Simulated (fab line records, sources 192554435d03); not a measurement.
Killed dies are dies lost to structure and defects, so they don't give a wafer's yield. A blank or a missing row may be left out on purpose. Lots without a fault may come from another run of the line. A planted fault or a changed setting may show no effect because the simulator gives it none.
Chamber matching | flow n5_finfet | N5_GATE_CUT_SAC_CAP_01 on ald_sin-02: 4 sister chambers
The step material SiNx, target thk 24 nm, pulse time 1 s, ald cycles 480. 8 wafers are shown with their chamber, then 7 later ones without.

WAFERS WITH THEIR CHAMBER
wafer  | chamber | heater_power_w (W) | precursor_pulse_height_rel
L078.3 | 3       | 758                | 0.975
L079.1 | 3       | 749                | 1.008
L079.5 | 2       | 963                | 0.969
L080.1 | 1       | 810                | 1.004
L080.3 | 0       | 809                | 1.015
L080.5 | 2       | 954                | 1.026
L085.1 | 0       | 851                | 1.010
L085.3 | 1       | 811                | 1.016

WAFERS WITHOUT THEIR CHAMBER
wafer  | heater_power_w (W) | precursor_pulse_height_rel
L085.5 | 809                | 0.980
L088.1 | 845                | 0.983
L088.4 | 958                | 0.996
L088.5 | 809                | 1.031
L091.2 | 786                | 1.008
L091.3 | 766                | 1.015
L091.5 | 850                | 1.017

WHICH CHAMBER EACH WENT THROUGH
wafer  | from the rows above          | in truth
L085.5 | can't be placed: 1 or 0      | 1
L088.1 | can't be placed: 0 or 1      | 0
L088.4 | 2                            | 2
L088.5 | can't be placed: 1 or 0      | 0
L091.2 | can't be placed: 1 or 3 or 0 | 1
L091.3 | can't be placed: 3 or 1      | 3
L091.5 | can't be placed: 0 or 1      | 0
Placed correctly: 1 of 7. Can't be placed from these rows: 6 (the true chamber is among the candidates in 6). Placed wrongly: 0.
How it was worked out, from the rows above alone: a wafer's distance from a chamber is the root of the sum, over the readings, of the square of ((its reading less the chamber's mean) divided by the reading's scatter). The wafer belongs to the nearest chamber; if the next one is less than 2 further off, it can't be placed. A chamber's mean is the mean of its shown wafers. The scatter: the root of (the sum of the squares of (reading less its chamber's mean) over the shown wafers, divided by (wafers less chambers)).
